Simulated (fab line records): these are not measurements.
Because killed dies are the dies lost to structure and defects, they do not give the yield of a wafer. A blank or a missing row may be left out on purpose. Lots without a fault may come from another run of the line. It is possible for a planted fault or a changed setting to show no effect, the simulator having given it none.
Split-lot study || flow n5-finfet || 21 wafers read from 7 lots, route of 1938 steps

## THE SPLIT ITSELF
At N5_BEOL_M8_DEP_56 (deposits SiCN from 3MS/NH3, target thk 10 nm, time 17.5 s), the setting time-s was moved away from the recipe's 17.5 s on 5 of the 21 wafers read, by -9.7% to +11.1%. All remaining wafers had this setting at the recipe value.

The split's own step is where the reading is taken.

## THE READING
SiCN_of_BEOL_M8_DEP_56.thk-nm (the simulator's own value, which no gauge read), in nm, at N5_BEOL_M8_DEP_56 (deposits SiCN from 3MS/NH3, target thk 10 nm, time 17.5 s). No usual value for it is given in the file. Average 10.1 nm, standard deviation 0.17 nm, over the 16 wafers here run with the recipe.

{"wafer": "L077.1", "tool, chamber at the split": "pecvd-02, 1", "time-s as run, s": 19.44, "against the recipe": "+11.1%", "SiCN_of_BEOL_M8_DEP_56.thk-nm, nm": 11.2, "against lot-mates on the recipe": "+1.0"}
{"wafer": "L077.2", "tool, chamber at the split": "pecvd-02, 2", "time-s as run, s": 19.44, "against the recipe": "+11.1%", "SiCN_of_BEOL_M8_DEP_56.thk-nm, nm": 11, "against lot-mates on the recipe": "+0.8"}
{"wafer": "L077.4", "tool, chamber at the split": "pecvd-02, 1", "time-s as run, s": 17.5, "against the recipe": "recipe", "SiCN_of_BEOL_M8_DEP_56.thk-nm, nm": 10.2, "against lot-mates on the recipe": "-"}
{"wafer": "L079.1", "tool, chamber at the split": "pecvd-01, 1,2", "time-s as run, s": 17.5, "against the recipe": "recipe", "SiCN_of_BEOL_M8_DEP_56.thk-nm, nm": 10, "against lot-mates on the recipe": "-"}
{"wafer": "L079.3", "tool, chamber at the split": "pecvd-01, 1,2", "time-s as run, s": 17.5, "against the recipe": "recipe", "SiCN_of_BEOL_M8_DEP_56.thk-nm, nm": 10, "against lot-mates on the recipe": "-"}
{"wafer": "L079.4", "tool, chamber at the split": "pecvd-01, 1", "time-s as run, s": 17.5, "against the recipe": "recipe", "SiCN_of_BEOL_M8_DEP_56.thk-nm, nm": 10.4, "against lot-mates on the recipe": "-"}
{"wafer": "L087.1", "tool, chamber at the split": "pecvd-02, 2,1", "time-s as run, s": 17.5, "against the recipe": "recipe", "SiCN_of_BEOL_M8_DEP_56.thk-nm, nm": 10, "against lot-mates on the recipe": "-"}
{"wafer": "L087.4", "tool, chamber at the split": "pecvd-02, 2,1", "time-s as run, s": 17.5, "against the recipe": "recipe", "SiCN_of_BEOL_M8_DEP_56.thk-nm, nm": 10, "against lot-mates on the recipe": "-"}
{"wafer": "L087.2", "tool, chamber at the split": "pecvd-02, 0", "time-s as run, s": 15.8, "against the recipe": "-9.7%", "SiCN_of_BEOL_M8_DEP_56.thk-nm, nm": 8.8, "against lot-mates on the recipe": -1.2}
{"wafer": "L089.2", "tool, chamber at the split": "pecvd-04, 2", "time-s as run, s": 17.5, "against the recipe": "recipe", "SiCN_of_BEOL_M8_DEP_56.thk-nm, nm": 9.8, "against lot-mates on the recipe": "-"}
{"wafer": "L089.3", "tool, chamber at the split": "pecvd-04, 0", "time-s as run, s": 17.5, "against the recipe": "recipe", "SiCN_of_BEOL_M8_DEP_56.thk-nm, nm": 10, "against lot-mates on the recipe": "-"}
{"wafer": "L089.6", "tool, chamber at the split": "pecvd-04, 0", "time-s as run, s": 17.5, "against the recipe": "recipe", "SiCN_of_BEOL_M8_DEP_56.thk-nm, nm": 10, "against lot-mates on the recipe": "-"}
{"wafer": "L093.3", "tool, chamber at the split": "pecvd-01, 1,0", "time-s as run, s": 16.5, "against the recipe": "-5.7%", "SiCN_of_BEOL_M8_DEP_56.thk-nm, nm": 9.6, "against lot-mates on the recipe": -0.6}
{"wafer": "L093.5", "tool, chamber at the split": "pecvd-01, 1,0", "time-s as run, s": 16.5, "against the recipe": "-5.7%", "SiCN_of_BEOL_M8_DEP_56.thk-nm, nm": 9.6, "against lot-mates on the recipe": -0.6}
{"wafer": "L093.6", "tool, chamber at the split": "pecvd-01, 1", "time-s as run, s": 17.5, "against the recipe": "recipe", "SiCN_of_BEOL_M8_DEP_56.thk-nm, nm": 10.2, "against lot-mates on the recipe": "-"}
{"wafer": "L092.2", "tool, chamber at the split": "pecvd-02, 0", "time-s as run, s": 17.5, "against the recipe": "recipe", "SiCN_of_BEOL_M8_DEP_56.thk-nm, nm": 10, "against lot-mates on the recipe": "-"}
{"wafer": "L092.5", "tool, chamber at the split": "pecvd-02, 0", "time-s as run, s": 17.5, "against the recipe": "recipe", "SiCN_of_BEOL_M8_DEP_56.thk-nm, nm": 10, "against lot-mates on the recipe": "-"}
{"wafer": "L092.4", "tool, chamber at the split": "pecvd-02, 1", "time-s as run, s": 17.5, "against the recipe": "recipe", "SiCN_of_BEOL_M8_DEP_56.thk-nm, nm": 10.4, "against lot-mates on the recipe": "-"}
{"wafer": "L096.3", "tool, chamber at the split": "pecvd-04, 2", "time-s as run, s": 17.5, "against the recipe": "recipe", "SiCN_of_BEOL_M8_DEP_56.thk-nm, nm": 9.8, "against lot-mates on the recipe": "-"}
{"wafer": "L096.4", "tool, chamber at the split": "pecvd-04, 1", "time-s as run, s": 17.5, "against the recipe": "recipe", "SiCN_of_BEOL_M8_DEP_56.thk-nm, nm": 10.2, "against lot-mates on the recipe": "-"}
{"wafer": "L096.6", "tool, chamber at the split": "pecvd-04, 0", "time-s as run, s": 17.5, "against the recipe": "recipe", "SiCN_of_BEOL_M8_DEP_56.thk-nm, nm": 10, "against lot-mates on the recipe": "-"}
Rows listing several chambers each stand for several wafers; the file does not say which wafer went through which chamber.

THE FIT
A straight line over all 21 wafers: SiCN_of_BEOL_M8_DEP_56.thk-nm changes by +0.1 nm for each +1% of time-s; r = +0.93; the points scatter about the line by 0.18 nm.
The same after taking each lot's own level away (the mean of its wafers on the recipe; 21 wafers): +0.095 nm for each +1%; r = +0.94; scatter 0.15 nm.
On that fit, the largest move of time-s shifts the reading by 1.1 nm.
The lots' own levels span 9.93 to 10.20 nm, that is 1.6 times the standard deviation above.
Hence the lot-to-lot level has little effect on the slope; both slopes agree.
Check: with one of the wafers moved furthest among these (+11.1%) left out of the fit, the line predicts +1.03 nm for it against its lot-mates. It came out at +1 nm against them.

## THE OTHER SPLITS THESE WAFERS WENT THROUGH
These wafers also went through other splits before the reading. Each is held against what the fit with the lots' levels taken away leaves over:
{"other split on the same wafers": "N5_BEOL_M8_EXPOSE_08 dose-mj", "wafers away from the commonest value": 3, "r with SiCN_of_BEOL_M8_DEP_56.thk-nm (lot level and that fit taken away)": -0.04}

## THE FILE'S OWN FIT
SiCN_of_BEOL_M8_DEP_56.thk-nm changes by +0.1 nm for each +1% of time-s, r = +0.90.
